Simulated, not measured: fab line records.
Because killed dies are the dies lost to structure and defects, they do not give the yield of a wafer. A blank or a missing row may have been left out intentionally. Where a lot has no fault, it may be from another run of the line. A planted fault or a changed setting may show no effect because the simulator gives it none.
Chamber matching | flow n5_finfet | 4 sister chambers for N5_BEOL_M2_ETCH_74 on rie_diel-01
The step etches underlayer in N2/H2, target depth 6.5 nm, time 5.2 s. 4 wafers are shown with their chamber, then 9 later ones without.

## WAFERS PAIRED WITH THEIR CHAMBERS
wafer  | chamber | drypump_motor_current_A (A)
L083.3 | 2       | 5.6
L088.1 | 1       | 5.5
L088.2 | 3       | 4.8
L088.5 | 0       | 5.6

## WAFERS WITH NO CHAMBER GIVEN
wafer  | drypump_motor_current_A (A)
L090.4 | 5.6
L090.5 | 4.8
L090.6 | 5.6
L092.1 | 5.6
L092.2 | 5.6
L092.5 | 5.7
L096.1 | 5.6
L096.3 | 5.6
L096.5 | 5.6

## CHAMBER TAKEN BY EACH
wafer  | from the rows above     | in truth
L090.4 | can't be placed: 0 or 2 | 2
L090.5 | 3                       | 3
L090.6 | can't be placed: 0 or 2 | 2
L092.1 | can't be placed: 0 or 2 | 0
L092.2 | can't be placed: 0 or 2 | 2
L092.5 | can't be placed: 0 or 2 | 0
L096.1 | can't be placed: 0 or 2 | 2
L096.3 | can't be placed: 0 or 2 | 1
L096.5 | can't be placed: 0 or 2 | 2
1 of 9 placed correctly. Unplaceable from these rows: 8, with the true chamber sitting among the candidates in 7. Number placed wrongly: 0.
How it was worked out, from the rows above alone: a wafer's distance from a chamber is the root of the sum, over the readings, of the square of ((its reading less the chamber's mean) divided by the reading's scatter). The wafer belongs to the nearest chamber; if the next one is less than 2 further off, it can't be placed. Each chamber's mean is taken over the wafers shown for it. The scatter (one wafer shown for each chamber): square how far every hidden wafer sits from the nearest shown wafer, average those squares and take the square root.
